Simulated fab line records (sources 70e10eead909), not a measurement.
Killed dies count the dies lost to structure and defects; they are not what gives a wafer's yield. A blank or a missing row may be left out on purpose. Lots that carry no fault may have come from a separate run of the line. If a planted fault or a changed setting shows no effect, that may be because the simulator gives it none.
Chamber matching :: flow nand_harc :: rie_diel-06 running NHARC_P_CONTACT_ETCH_18: 4 sister chambers
The step etches the open film in C4F8/O2/Ar, target depth 481 nm, time 240.5 s. 8 wafers are shown with their chamber, then 7 later ones without.

EACH WAFER AND ITS CHAMBER
wafer: L946.1
chamber: 0
rf_vpp_V (V): 982
run_length_s (s): 261.0

wafer: L950.6
chamber: 0
rf_vpp_V (V): 982
run_length_s (s): 261.4

wafer: L949.2
chamber: 1
rf_vpp_V (V): 982
run_length_s (s): 261.8

wafer: L952.1
chamber: 2
rf_vpp_V (V): 977
run_length_s (s): 261.6

wafer: L952.4
chamber: 3
rf_vpp_V (V): 971
run_length_s (s): 260.9

wafer: L952.5
chamber: 1
rf_vpp_V (V): 983
run_length_s (s): 261.7

wafer: L951.3
chamber: 3
rf_vpp_V (V): 972
run_length_s (s): 261.2

wafer: L951.4
chamber: 2
rf_vpp_V (V): 977
run_length_s (s): 261.5

WAFERS WITHOUT THEIR CHAMBER
wafer: L951.6
rf_vpp_V (V): 981
run_length_s (s): 261.7

wafer: L953.1
rf_vpp_V (V): 970
run_length_s (s): 261.2

wafer: L953.2
rf_vpp_V (V): 982
run_length_s (s): 261.8

wafer: L953.4
rf_vpp_V (V): 976
run_length_s (s): 261.2

wafer: L966.1
rf_vpp_V (V): 977
run_length_s (s): 261.3

wafer: L966.2
rf_vpp_V (V): 982
run_length_s (s): 261.2

wafer: L966.3
rf_vpp_V (V): 970
run_length_s (s): 261.0

CHAMBER TAKEN BY EACH
wafer: L951.6
from the rows above: can't be placed: 1 or 0
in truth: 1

wafer: L953.1
from the rows above: 3
in truth: 3

wafer: L953.2
from the rows above: 1
in truth: 1

wafer: L953.4
from the rows above: 2
in truth: 2

wafer: L966.1
from the rows above: 2
in truth: 2

wafer: L966.2
from the rows above: 0
in truth: 0

wafer: L966.3
from the rows above: 3
in truth: 3
Correct placement for 6 of the 7. Can't be placed from these rows: 1 (the true chamber is among the candidates in 1). Placed wrongly: 0.
How it was worked out, from the rows above alone: a wafer's distance from a chamber is the root of the sum, over the readings, of the square of ((its reading less the chamber's mean) divided by the reading's scatter). The wafer belongs to the nearest chamber; if the next one is less than 2 further off, it can't be placed. The mean given for a chamber averages the wafers shown for that chamber. How the scatter is found: for the shown wafers, subtract from each reading the mean of its chamber, square and add these, divide the total by (wafers less chambers), then take the root.
